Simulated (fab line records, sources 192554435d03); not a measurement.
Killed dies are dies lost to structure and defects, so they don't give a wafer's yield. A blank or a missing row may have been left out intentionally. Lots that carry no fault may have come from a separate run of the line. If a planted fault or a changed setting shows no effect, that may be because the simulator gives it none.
fab line records	flow n5_finfet
record: lots: 6	wafers: 14	last_day: 18
route steps=1938 shown BEOL_M3@961 BEOL_M4@1111 PASSIVATION@1936
lots that met no fault: taken from a fault-free run of the same line
start_h: hours from the record's opening day to when the first of the lot's shown wafers began	wait_h: hours elapsed since this lot's preceding step	" identical to the entry in the row above	L1.1+2: a row that stands for several wafers	- no value, or no start was given	* or withheld: withheld	< > ~ a bound
route shown NAME@n: a module of which the file shows steps, and the number in the route of the first	usual: mean and standard deviation over wafers with no fault	same: alike in all rows	chamber/n: place in a boat	sites: readings site by site	_std_site: how widely they spread, as a standard deviation	_edge_site: outer sites' mean less inner sites'	radius_mm: how far each site lies from the wafer's centre	mask NAME#n: copy n	behind: tool/chamber where the wafer was last shaped	hold: why the lot was held/for how many hours/how that ended	device: names the non-switching transistor (n, p or np)	end of line: the route-end tests of the same wafers	for a step that has no rows: nothing shown but its recipe	killed: dies that structure and defects cost at the first sort, which is not the same as the wafer's yield	map: shows each die of a wafer: x if killed, . if not, _ if none is there
set.NAME: the setting that was run; set.NAME@STEP: the one run at that earlier step	model.NAME: the simulator's own value behind a step, which no gauge read
lots at selected steps of the route; one table per step, one row per wafer
services: the hour from which a tool's chamber was out of use, counted from the record's first day as start_h (under 0 if before that day), plus the number of hours and why
== steps ==
step: N5_BEOL_M3_EBR_24
recipe: solvent: PGMEA	ebr_width_mm: 1.5
step: N5_BEOL_M3_SOFTBAKE_23
recipe: temp_c: 110	time_s: 60	resist: CAR-EUV
step: N5_BEOL_M3_EXPOSE_25
recipe: mask_id: V2	na: 0.33	source_shape: quasar	sigma_inner: 0.2	sigma_outer: 0.8	polarization: unpolarized	defocus_nm: 5	dose_mj: 63
step: N5_BEOL_M3_PEB_26
recipe: peb_temp_c: 100	peb_time_s: 60	resist: CAR-EUV
step: N5_BEOL_M3_DEVELOP_27
recipe: develop_time_s: 30	developer: TMAH	resist: CAR-EUV	rinse_liquid: surfactant_rinse	dry: air_spin	dev_temp_c: 23
step: N5_BEOL_M3_CD_MEAS_28
recipe: target_cd_nm: 25.7	landing_energy_ev: 500	detector: se_inlens	target_cd_y_nm: 23.3	polarity: opening
usual: cd_nm: 25.74/0.28
lot.wafer	tool	chamber	start_h	wait_h	cd_nm
L772.2	cd_sem-01	0	177.02	-	26.06
L772.3	"	0	"	"	26.12
L772.5	"	0	"	"	25.64
L773.4	cd_sem-03	0	183.22	-	25.45
L773.5	"	0	"	"	25.46
L773.6	"	0	"	"	25.56
L781.5	cd_sem-03	0	225.47	-	26.16
L780.4	cd_sem-03	0	226.43	-	25.76
L783.1	cd_sem-02	0	241.58	-	25.83
L783.4	"	0	"	"	25.30
L783.6	"	0	"	"	25.90
L789.1	cd_sem-03	0	286.96	-	25.57
L789.4	"	0	"	"	26.11
L789.6	"	0	"	"	25.81
step: N5_BEOL_M3_OVL_MEAS_29
recipe: points_per_wafer: 522
usual: V2_OVL: -0.5/0.75
lot.wafer	tool	chamber	start_h	wait_h	V2_OVL[nm]
L772.2	overlay-01	0	177.06	0.0	-1.3
L772.3	"	0	"	"	-1.8
L772.5	"	0	"	"	-0.4
L773.4	overlay-01	0	183.26	0.0	-2.0
L773.5	"	0	"	"	-0.3
L773.6	"	0	"	"	-0.6
L781.5	overlay-01	0	225.52	0.0	-1.2
L780.4	overlay-02	0	226.48	0.0	0.6
L783.1	overlay-02	0	241.61	0.0	-1.6
L783.4	"	0	"	"	-0.7
L783.6	"	0	"	"	-0.6
L789.1	overlay-02	0	286.99	0.0	0.1
L789.4	"	0	"	"	-0.8
L789.6	"	0	"	"	-1.2
step: N5_BEOL_M3_INSPECT_30
recipe: mode: adi	inspect_instrument: brightfield
usual: raw_defect_count: 407/84
lot.wafer	tool	chamber	start_h	wait_h	raw_defect_count
L772.2	defect_inspect-01	-	177.11	0.0	336
L772.3	"	-	"	"	394
L772.5	"	-	"	"	451
L773.4	defect_inspect-02	-	183.31	0.0	359
L773.5	"	-	"	"	346
L773.6	"	-	"	"	463
L781.5	defect_inspect-01	-	225.56	0.0	480
L780.4	defect_inspect-01	-	226.52	0.0	415
L783.1	defect_inspect-01	-	241.67	0.1	489
L783.4	"	-	"	"	423
L783.6	"	-	"	"	457
L789.1	defect_inspect-02	-	287.05	0.1	497
L789.4	"	-	"	"	455
L789.6	"	-	"	"	577
step: N5_BEOL_M3_DESCUM_33
recipe: chemistry: O2	time_s: 7	source_power_w: 50	bias_power_w: 20	pressure_mtorr: 20	rf_frequency_hz: 2.712e+07	temp_c: 40	resist: CAR-EUV	o2_flow_sccm: 225
usual: drypump_motor_current_A: 6.0/0.43	oes_product_au: 0.77/0.075	rf_vpp_V: 243.0/1.7	showerhead_plenum_p_Torr: 2.07/0.093	throttle_valve_pct: 20.4/0.34
lot.wafer	tool	chamber	start_h	wait_h	drypump_motor_current_A	oes_product_au	rf_hours_counter_h	rf_vpp_V	showerhead_plenum_p_Torr	throttle_valve_pct
L772.2	rie_diel-06	3	177.19	0.1	5.9	0.79	125	239.4	1.92	20.0
L772.3	"	0	"	"	6.6	0.76	183	241.2	2.00	20.1
L772.5	"	2	"	"	5.7	0.70	-	241.3	2.05	21.0
L773.4	rie_diel-01	2	183.53	0.2	5.4	0.72	-	245.5	2.20	20.7
L773.5	"	3	"	"	5.4	0.78	-	245.2	2.09	20.8
L773.6	"	0	"	"	5.5	0.70	-	241.7	2.07	20.7
L781.5	rie_diel-03	3	225.77	0.2	5.8	0.77	-	242.2	1.99	19.9
L780.4	rie_diel-01	1	226.77	0.3	5.5	0.93	-	244.5	2.11	20.2
L783.1	rie_diel-06	0	241.71	0.0	6.6	0.74	203	240.6	1.99	20.2
L783.4	"	2	"	"	5.6	0.98	5	242.8	2.05	20.6
L783.6	"	2	"	"	5.6	0.98	-	242.3	2.05	20.6
L789.1	rie_diel-06	0	287.09	0.0	6.5	0.72	217	241.0	1.99	20.2
L789.4	"	1	"	"	6.5	0.83	65	244.7	2.18	20.2
L789.6	"	2	"	"	5.6	0.94	-	242.4	2.04	20.6
step: N5_BEOL_M3_ETCH_77
recipe: chemistry: N2/H2	target: underlayer	target_depth_a: 65	mask_material: CAR-EUV	time_s: 5.2	ion_energy_ev: 200	pressure_mtorr: 30	source_w: 840	bias_w: 150	n2_flow_sccm: 200	h2_flow_sccm: 200	ends: cleared
usual: drypump_motor_current_A: 6.0/0.44	etch_rf_on_time_s: 5.18/0.18	n2_flow_sccm: 200.0/0.61	oes_product_au: 0.65/0.063	rf_vpp_V: 524/3.3	showerhead_plenum_p_Torr: 2.53/0.12	throttle_valve_pct: 17.93/0.25
lot.wafer	tool	chamber	start_h	wait_h	drypump_motor_current_A	etch_rf_on_time_s	n2_flow_sccm	oes_product_au	rf_hours_counter_h	rf_vpp_V	showerhead_plenum_p_Torr	throttle_valve_pct
L772.2	rie_diel-06	3	177.23	0.0	5.9	4.90	200.3	0.68	125	518	2.35	17.65
L772.3	"	0	"	"	6.5	4.95	200.6	0.65	183	519	2.43	17.60
L772.5	"	2	"	"	5.6	4.99	199.8	0.62	-	523	2.48	18.23
L773.4	rie_diel-01	2	183.56	0.0	5.4	5.29	199.8	0.62	-	525	2.64	18.01
L773.5	"	3	"	"	5.4	5.22	199.7	0.66	-	524	2.58	18.54
L773.6	"	0	"	"	5.5	5.37	200.2	0.59	-	522	2.52	18.18
L781.5	rie_diel-03	3	225.80	0.0	5.8	5.09	199.8	0.66	-	522	2.46	17.66
L780.4	rie_diel-01	1	226.80	0.0	5.5	5.10	200.8	0.79	-	527	2.58	17.73
L783.1	rie_diel-06	0	241.74	0.0	6.5	5.05	199.3	0.63	203	520	2.43	17.63
L783.4	"	2	"	"	5.6	4.88	200.3	0.83	5	525	2.47	17.88
L783.6	"	2	"	"	5.6	4.97	199.3	0.83	-	524	2.47	17.88
L789.1	rie_diel-06	0	287.12	0.0	6.6	4.93	201.1	0.64	217	520	2.42	17.65
L789.4	"	1	"	"	6.5	5.28	201.0	0.71	65	529	2.70	17.87
L789.6	"	2	"	"	5.7	4.93	200.0	0.81	-	521	2.47	17.91
step: N5_BEOL_M3_ETCH_69
recipe: chemistry: CF4	target: SiARC	target_depth_a: 156	mask_material: CAR-EUV	time_s: 26	ion_energy_ev: 80	pressure_mtorr: 40	source_w: 545	bias_w: 36	Ar_flow_sccm: 100	cf4_flow_sccm: 100	ends: cleared
usual: drypump_motor_current_A: 6.0/0.43	etch_rf_on_time_s: 26.0/0.88	mfc_ar_sccm: 99.97/0.3	oes_product_au: 0.65/0.061	rf_vpp_V: 183.9/1.4	showerhead_plenum_p_Torr: 2.13/0.091	throttle_valve_pct: 15.67/0.28
lot.wafer	tool	chamber	start_h	wait_h	drypump_motor_current_A	etch_rf_on_time_s	mfc_ar_sccm	oes_product_au	rf_hours_counter_h	rf_vpp_V	showerhead_plenum_p_Torr	throttle_valve_pct
L772.2	rie_diel-06	3	177.24	0.0	5.9	25.0	100.35	0.67	125	182.3	1.99	15.32
L772.3	"	0	"	"	6.5	25.2	99.99	0.65	183	183.2	2.04	15.31
L772.5	"	2	"	"	5.6	25.8	99.68	0.60	-	184.6	2.10	16.13
L773.4	rie_diel-01	2	183.60	0.0	5.4	26.8	99.77	0.61	-	183.8	2.21	15.70
L773.5	"	3	"	"	5.4	25.8	100.10	0.66	-	182.9	2.16	16.02
L773.6	"	0	"	"	5.5	26.8	99.94	0.59	-	183.1	2.13	15.97
L781.5	rie_diel-03	3	225.84	0.0	5.8	25.2	99.80	0.67	-	181.2	2.07	15.30
L780.4	rie_diel-01	1	226.83	0.0	5.5	25.9	100.27	0.79	-	185.5	2.19	15.59
L783.1	rie_diel-06	0	241.76	0.0	6.6	25.1	100.12	0.64	203	182.0	2.04	15.37
L783.4	"	2	"	"	5.5	25.0	99.82	0.84	5	184.3	2.10	15.66
L783.6	"	2	"	"	5.6	24.9	99.27	0.83	-	183.4	2.10	15.64
L789.1	rie_diel-06	0	287.14	0.0	6.5	25.0	100.14	0.63	217	183.6	2.03	15.41
L789.4	"	1	"	"	6.5	27.0	100.06	0.70	65	186.6	2.25	15.53
L789.6	"	2	"	"	5.6	25.1	99.13	0.79	-	183.7	2.09	15.68
step: N5_BEOL_M3_ALD_98
recipe: material: SiO2	target_thk_a: 25	temp_c: 100	ald_precursor_family: BDEAS	ald_co_reactant: O2-plasma	pulse_time_s: 1	co_reactant_pulse_time_s: 1	purge_time_s: 2	co_reactant_purge_time_s: 2	ald_cycles: 17	pressure_torr: 2
usual: heater_power_w: 81/8.5	precursor_pulse_height_rel: 1.002/0.021	susceptor_temp_C: 100.00/0.12
lot.wafer	tool	chamber	start_h	wait_h	heater_power_w	precursor_pulse_height_rel	susceptor_temp_C
L772.2	ald_sin-03	2	178.36	1.1	82	1.009	99.93
L772.3	"	3	"	"	89	0.992	100.28
L772.5	"	3	"	"	88	1.035	100.28
L773.4	ald_sin-01	1	184.38	0.8	85	1.005	100.07
L773.5	"	2	"	"	89	0.972	100.05
L773.6	"	3	"	"	69	1.017	100.00
L781.5	ald_sin-04	0	225.94	0.1	76	0.990	100.14
L780.4	ald_sin-01	0	227.25	0.4	94	1.039	99.90
L783.1	ald_sin-01	1	241.88	0.1	82	1.038	100.28
L783.4	"	2	"	"	89	0.989	99.92
L783.6	"	0	"	"	95	0.989	100.04
L789.1	ald_sin-01	3	287.99	0.8	67	0.994	100.05
L789.4	"	2	"	"	92	1.036	100.19
L789.6	"	0	"	"	95	1.006	99.97
step: N5_BEOL_M3_ETCHBACK_99
recipe: chemistry: CHF3	target: SiO2	target_depth_a: 50	time_s: 10.4	source_w: 215	bias_w: 47	Ar_flow_sccm: 200	CHF3_flow_sccm: 12	ion_energy_ev: 100	pressure_mtorr: 30
usual: drypump_motor_current_A: 5.9/0.46	mfc_ar_sccm: 200.0/0.64	oes_product_au: 0.76/0.079	rf_vpp_V: 240/7.9	showerhead_plenum_p_Torr: 2.15/0.089	throttle_valve_pct: 17.18/0.25
lot.wafer	tool	chamber	start_h	wait_h	drypump_motor_current_A	mfc_ar_sccm	oes_product_au	rf_hours_counter_h	rf_vpp_V	showerhead_plenum_p_Torr	throttle_valve_pct
L772.2	rie_diel-06	1	178.48	0.1	6.5	199.7	0.88	33	245	2.29	17.02
L772.3	"	3	"	"	5.8	200.3	0.78	125	228	2.00	16.83
L772.5	"	0	"	"	6.6	199.8	0.76	-	232	2.06	16.83
L773.4	rie_diel-01	0	186.28	1.8	5.5	200.3	0.69	-	234	2.14	17.39
L773.5	"	3	"	"	5.4	199.9	0.76	-	239	2.16	17.39
L773.6	"	2	"	"	5.4	200.6	0.72	-	244	2.23	17.21
L781.5	rie_diel-01	1	230.46	4.5	5.5	201.5	1.25	-	237	2.21	17.13
L780.4	rie_diel-01	1	232.28	5.0	5.5	200.0	1.24	14	238	2.21	17.13
L783.1	rie_diel-06	2	262.59	20.7	5.6	199.8	0.96	9	243	2.12	17.26
L783.4	"	3	"	"	5.9	201.0	0.75	149	229	1.99	16.88
L783.6	"	2	"	"	5.6	200.0	0.95	-	242	2.12	17.26
L789.1	rie_diel-03	0	289.61	1.6	5.7	198.7	0.72	188	246	2.22	17.47
L789.4	"	3	"	"	5.8	200.5	0.75	145	237	2.09	16.93
L789.6	"	1	"	"	6.8	199.3	0.67	-	238	2.04	17.48
step: N5_BEOL_M3_ETCH_70
recipe: chemistry: N2/H2	target: SOC	target_depth_a: 800	overetch_a: 160	mask_material: SiARC	temp_c: 40	time_s: 120	ion_energy_ev: 200	pressure_mtorr: 30	source_w: 840	bias_w: 150	n2_flow_sccm: 200	h2_flow_sccm: 200
usual: drypump_motor_current_A: 5.9/0.46	n2_flow_sccm: 200.0/0.53	oes_product_au: 0.58/0.056	rf_vpp_V: 523/3.2	showerhead_plenum_p_Torr: 2.53/0.11	throttle_valve_pct: 17.91/0.27
lot.wafer	tool	chamber	start_h	wait_h	drypump_motor_current_A	n2_flow_sccm	oes_product_au	rf_hours_counter_h	rf_vpp_V	showerhead_plenum_p_Torr	throttle_valve_pct
L772.2	rie_diel-06	1	178.51	0.0	6.5	200.3	0.68	33	528	2.71	17.77
L772.3	"	3	"	"	5.9	199.9	0.59	125	518	2.35	17.60
L772.5	"	0	"	"	6.6	200.7	0.57	-	521	2.43	17.56
L773.4	rie_diel-01	0	186.33	0.0	5.5	199.5	0.54	-	521	2.52	18.13
L773.5	"	3	"	"	5.4	199.7	0.58	-	523	2.58	18.46
L773.6	"	2	"	"	5.4	200.1	0.56	-	527	2.64	17.99
L781.5	rie_diel-01	1	230.52	0.0	5.5	200.3	0.71	-	526	2.57	17.65
L780.4	rie_diel-01	1	232.32	0.0	5.5	199.9	0.70	14	526	2.58	17.63
L783.1	rie_diel-06	2	262.62	0.0	5.7	200.0	0.72	9	522	2.47	17.86
L783.4	"	3	"	"	5.8	201.1	0.58	149	518	2.34	17.64
L783.6	"	2	"	"	5.6	199.8	0.71	-	523	2.47	17.83
L789.1	rie_diel-03	0	289.64	0.0	5.8	199.7	0.56	188	526	2.63	18.24
L789.4	"	3	"	"	5.8	199.8	0.57	145	521	2.46	17.67
L789.6	"	1	"	"	6.8	199.7	0.52	-	521	2.40	18.10
step: N5_BEOL_M4_RC_MEAS_101
usual: DIBL_N: 36.4/2	DIBL_P: 36.1/2.5	IOFF_N: 0.16/0.037	IOFF_P: 0.20/0.038	ION_N: 670/13	ION_P: 459/8.3	SS_N: 71.6/0.69	SS_P: 73.3/0.72	VT_N: 250/3.4	VT_P: -251/3.1
lot.wafer	tool	chamber	start_h	wait_h	DIBL_N[mV/V]	DIBL_P[mV/V]	IOFF_N[nA/um]	IOFF_P[nA/um]	ION_N[uA/um]	ION_P[uA/um]	SS_N[mV/dec]	SS_P[mV/dec]	VT_N[mV]	VT_P[mV]
L772.2	prober-01	0	195.90	0.2	36.9	35.3	0.16	0.17	675	452	71.8	72.8	252	-255
L772.3	"	0	"	"	35.1	34.6	0.14	0.17	664	454	71.5	73.3	250	-253
L772.5	"	0	"	"	36.0	35.1	0.15	0.17	661	444	71.8	73.1	250	-255
L773.4	prober-01	0	203.89	0.8	34.7	35.1	0.16	0.21	682	466	71.2	73.4	246	-248
L773.5	"	0	"	"	33.2	32.1	0.12	0.16	649	448	71.2	72.6	255	-253
L773.6	"	0	"	"	35.5	36.3	0.17	0.21	677	460	71.4	73.4	249	-249
L781.5	prober-01	0	244.51	0.6	37.2	35.7	0.14	0.23	667	464	71.6	72.9	251	-249
L780.4	prober-02	0	247.03	0.5	35.8	36.1	0.16	0.19	674	453	71.4	73.7	249	-252
L783.1	prober-01	0	279.24	0.0	40.0	39.0	0.22	0.26	671	450	73.1	74.4	245	-249
L783.4	"	0	"	"	41.8	40.8	0.29	0.30	691	461	72.5	74.2	241	-246
L783.6	"	0	"	"	37.0	35.4	0.16	0.19	678	460	71.3	73.1	247	-249
L789.1	prober-01	0	304.35	0.0	38.8	39.0	0.23	0.22	697	464	71.5	74.2	244	-252
L789.4	"	0	"	"	35.6	36.4	0.16	0.18	677	462	71.3	73.5	248	-253
L789.6	"	0	"	"	37.6	38.2	0.19	0.21	671	456	71.8	74.1	248	-251
step: N5_PASSIVATION_PROBE_49
usual: defect_limited_yield: 91.2/1.6	killed_at_M0_to_M3: 34/11	killed_at_M4_up: 13/5.2	killed_at_contacts: 13/6.3	killed_at_front_end: 40/14	killed_at_other: 3.2/2.4	killed_dies: 104/19	killed_on_rim: 14/4.2	killed_open: 69/14	killed_short: 32/7.5	sort_bin_4_leakage: 0.00/0.04	sort_bin_5_function: 5.3/1.1	sort_bin_6_memory: 3.2/0.73	sort_bin_8_speed: 0.01/0.038	sort_n_pass: 1076/19	sort_yield_pct: 91.2/1.6
same: gross_dies: 1180	killed_at_back_side: 0
lot.wafer	tool	chamber	start_h	wait_h	defect_limited_yield[%]	killed_at_M0_to_M3	killed_at_M4_up	killed_at_contacts	killed_at_front_end	killed_at_other	killed_dies	killed_on_rim	killed_open	killed_short	sort_bin_4_leakage[%]	sort_bin_5_function[%]	sort_bin_6_memory[%]	sort_bin_8_speed[%]	sort_n_pass	sort_yield_pct[%]
L772.2	prober-02	-	292.68	0.1	92.1	29	6	9	47	2	93	11	72	20	0	4.4	3.1	0	1087	92.1
L772.3	prober-02	-	292.73	0.1	94.0	20	15	2	32	2	71	14	49	21	0	3.5	2.4	0	1109	94.0
L772.5	prober-02	-	292.83	0.2	89.3	27	7	9	79	4	126	16	73	51	0	7.6	2.5	0	1054	89.3
L773.4	prober-01	-	315.09	0.2	91.0	47	16	9	29	5	106	14	70	33	0	5.2	3.6	0	1074	91.0
L773.5	prober-01	-	315.14	0.2	90.6	57	15	10	27	2	111	12	71	34	0	4.2	4.5	0.08	1068	90.5
L773.6	prober-01	-	315.19	0.3	91.9	32	10	24	24	5	95	8	65	28	0	4.5	3.5	0	1085	91.9
L781.5	prober-02	-	347.60	0.2	87.1	39	15	15	80	3	152	12	107	38	0	8.1	4.1	0	1028	87.1
L780.4	prober-02	-	349.87	0.2	91.4	37	15	18	27	5	102	17	70	27	0	5.5	2.9	0	1078	91.4
L783.1	prober-01	-	384.97	0.0	88.3	53	20	7	56	2	138	12	94	43	0	7.6	3.6	0	1042	88.3
L783.4	prober-01	-	385.12	0.2	89.5	51	11	14	44	4	124	19	77	46	0.34	5.8	4.0	0	1052	89.2
L783.6	prober-01	-	385.22	0.3	88.1	61	4	18	50	7	140	22	91	46	0	7.1	4.3	0	1040	88.1
L789.1	prober-02	-	421.56	0.0	91.1	17	29	5	48	6	105	12	64	39	0	5.6	3.0	0	1075	91.1
L789.4	prober-02	-	421.71	0.2	91.8	27	22	6	40	2	97	6	61	33	0	5.2	2.8	0	1083	91.8
L789.6	prober-02	-	421.81	0.3	91.2	22	28	11	40	3	104	15	75	29	0	5.2	3.4	0	1076	91.2
killed by level:class
L772.2 FIN_SAQP:geometric_particle:open=13 STI_FIN_REVEAL:geometric_particle:open=10 BEOL_M1:geometric_particle:open=10 BEOL_M3:geometric_particle:open=9 MOL_CONTACT_COAG:geometric_particle:open=8 FIN_SAQP:geometric_particle:short=6 BEOL_M0_SAQP:geometric_particle:open=5 STARTING-WAFER:geometric_particle:open=5
L772.3 FIN_SAQP:geometric_particle:short=7 BEOL_M1:geometric_particle:open=7 FIN_SAQP:geometric_particle:open=5 BEOL_M5:geometric_particle:open=5 STI_FIN_REVEAL:geometric_particle:open=4 BEOL_M3:geometric_particle:open=4 BEOL_M4:geometric_particle:open=4 GATE_CUT:geometric_particle:short=3
L772.5 FIN_SAQP:geometric_particle:open=21 FIN_SAQP:geometric_particle:short=18 ILD0:geometric_particle:short=9 BEOL_M0_SAQP:geometric_particle:open=8 DUMMY_GATE:geometric_particle:open=7 MOL_CONTACT_COAG:geometric_particle:open=7 BEOL_M0_SAQP:geometric_particle:short=7 ILD0:geometric_particle:open=6
L773.4 BEOL_M0_SAQP:geometric_particle:open=12 BEOL_M0_SAQP:geometric_particle:short=10 BEOL_M3:geometric_particle:open=10 MOL_CONTACT_COAG:geometric_particle:open=8 BEOL_M2:geometric_particle:open=8 STI_FIN_REVEAL:geometric_particle:open=7 DUMMY_GATE:geometric_particle:open=5 STARTING-WAFER:geometric_particle:short=5
L773.5 BEOL_M2:geometric_particle:open=16 BEOL_M0_SAQP:geometric_particle:open=13 BEOL_M0_SAQP:geometric_particle:short=8 BEOL_M6:geometric_particle:open=7 STI_FIN_REVEAL:geometric_particle:open=6 MOL_CONTACT_COAG:geometric_particle:open=6 BEOL_M1:geometric_particle:open=5 BEOL_M2:geometric_particle:short=5
L773.6 MOL_CONTACT_COAG:geometric_particle:open=18 STI_FIN_REVEAL:geometric_particle:open=8 BEOL_M0_SAQP:geometric_particle:short=7 BEOL_M3:geometric_particle:open=7 STARTING-WAFER:geometric_particle:open=6 MOL_CONTACT_COAG:geometric_particle:short=6 BEOL_M0_SAQP:geometric_particle:open=6 BEOL_M1:geometric_particle:open=3
L781.5 STI_FIN_REVEAL:geometric_particle:open=33 MOL_CONTACT_COAG:geometric_particle:open=13 FIN_SAQP:geometric_particle:open=12 BEOL_M0_SAQP:geometric_particle:short=11 BEOL_M0_SAQP:geometric_particle:open=9 BEOL_M4:geometric_particle:open=9 STI_FIN_REVEAL:geometric_particle:short=7 BEOL_M3:geometric_particle:open=6
L780.4 MOL_CONTACT_COAG:geometric_particle:open=14 BEOL_M2:geometric_particle:open=10 FIN_SAQP:geometric_particle:open=9 BEOL_M4:geometric_particle:open=7 BEOL_M1:geometric_particle:open=6 BEOL_M0_SAQP:geometric_particle:short=5 STI_FIN_REVEAL:geometric_particle:open=4 BEOL_M0_SAQP:geometric_particle:open=4
L783.1 FIN_SAQP:geometric_particle:open=20 BEOL_M0_SAQP:geometric_particle:open=16 BEOL_M0_SAQP:geometric_particle:short=12 FIN_SAQP:geometric_particle:short=11 BEOL_M4:geometric_particle:open=11 BEOL_M1:geometric_particle:open=10 GATE_CUT:geometric_particle:short=8 BEOL_M3:geometric_particle:open=8
L783.4 BEOL_M3:geometric_particle:open=15 FIN_SAQP:geometric_particle:open=14 BEOL_M0_SAQP:geometric_particle:open=13 MOL_CONTACT_COAG:geometric_particle:open=10 FIN_SAQP:geometric_particle:short=8 BEOL_M2:geometric_particle:short=7 BEOL_M0_SAQP:geometric_particle:short=6 BEOL_M3:geometric_particle:short=5
L783.6 FIN_SAQP:geometric_particle:open=17 BEOL_M3:geometric_particle:open=16 BEOL_M0_SAQP:geometric_particle:open=13 MOL_CONTACT_COAG:geometric_particle:open=12 FIN_SAQP:geometric_particle:short=11 BEOL_M0_SAQP:geometric_particle:short=11 BEOL_M1:geometric_particle:open=7 MOL_CONTACT_COAG:geometric_particle:short=6
L789.1 BEOL_M4:geometric_particle:open=19 STI_FIN_REVEAL:geometric_particle:open=14 FIN_SAQP:geometric_particle:short=7 STI_FIN_REVEAL:geometric_particle:short=7 BEOL_M0_SAQP:geometric_particle:short=4 BEOL_M0_SAQP:geometric_particle:open=4 BEOL_M4:geometric_particle:short=4 STARTING-WAFER:geometric_particle:open=4
L789.4 STI_FIN_REVEAL:geometric_particle:open=17 BEOL_M4:geometric_particle:open=10 FIN_SAQP:geometric_particle:short=7 BEOL_M0_SAQP:geometric_particle:short=7 DUMMY_GATE:geometric_particle:open=5 BEOL_M4:geometric_particle:short=5 BEOL_M0_SAQP:geometric_particle:open=5 BEOL_M2:geometric_particle:open=5
L789.6 STI_FIN_REVEAL:geometric_particle:open=17 BEOL_M4:geometric_particle:open=16 MOL_CONTACT_COAG:geometric_particle:open=10 FIN_SAQP:geometric_particle:open=7 FIN_SAQP:geometric_particle:short=7 BEOL_M1:geometric_particle:open=5 BEOL_M4:geometric_particle:short=5 BEOL_M3:geometric_particle:open=4
== services ==
tool	chamber	start_h	hours	kind
rie_diel-06	1	154.34	5.2	repair
rie_diel-01	1	176.55	-	clean
rie_diel-01	1	176.55	-	consumable_replace:focus_ring
rie_diel-01	1	176.55	15.4	scheduled_down
rie_diel-01	1	176.55	15.4	vent_cycle
ald_sin-04	-	176.75	14.0	pm
ald_sin-04	1	192.98	15.2	repair
rie_diel-06	2	198.77	-	clean
rie_diel-06	2	198.77	-	consumable_replace:focus_ring
rie_diel-06	2	198.77	24.8	scheduled_down
rie_diel-06	2	198.77	24.8	vent_cycle
rie_diel-06	-	199.41	3.9	repair
ald_sin-04	-	202.80	6.1	pm
rie_diel-01	3	207.40	19.4	repair
ald_sin-03	3	257.87	3.0	repair
rie_diel-01	0	267.70	-	clean
rie_diel-01	0	267.70	-	consumable_replace:focus_ring
rie_diel-01	0	267.70	39.1	scheduled_down
rie_diel-01	0	267.70	39.1	vent_cycle
ald_sin-01	1	267.87	11.5	repair
ald_sin-03	-	268.25	14.0	pm
ald_sin-03	0	268.25	14.0	vent_cycle
ald_sin-03	1	268.25	14.0	vent_cycle
ald_sin-01	-	276.20	4.3	repair
== key ==
first_sign: step: N5_BEOL_M3_ETCHBACK_99	reading: oes_product_au	direction: up	sigmas: 6.1	usual: 0.76	struck: 1.25
effect none on later readings
met_at N5_BEOL_M3_ETCHBACK_99
struck_wafers L780.4,L781.5
onset_between 186.28 230.46
fault: kind: process_parameter_drift	tool: rie_diel-01	chamber: -	onset_h: 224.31	steps: N5_BEOL_M3_ETCHBACK_99	channel: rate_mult	offset: 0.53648	shape: step	end_h: 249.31
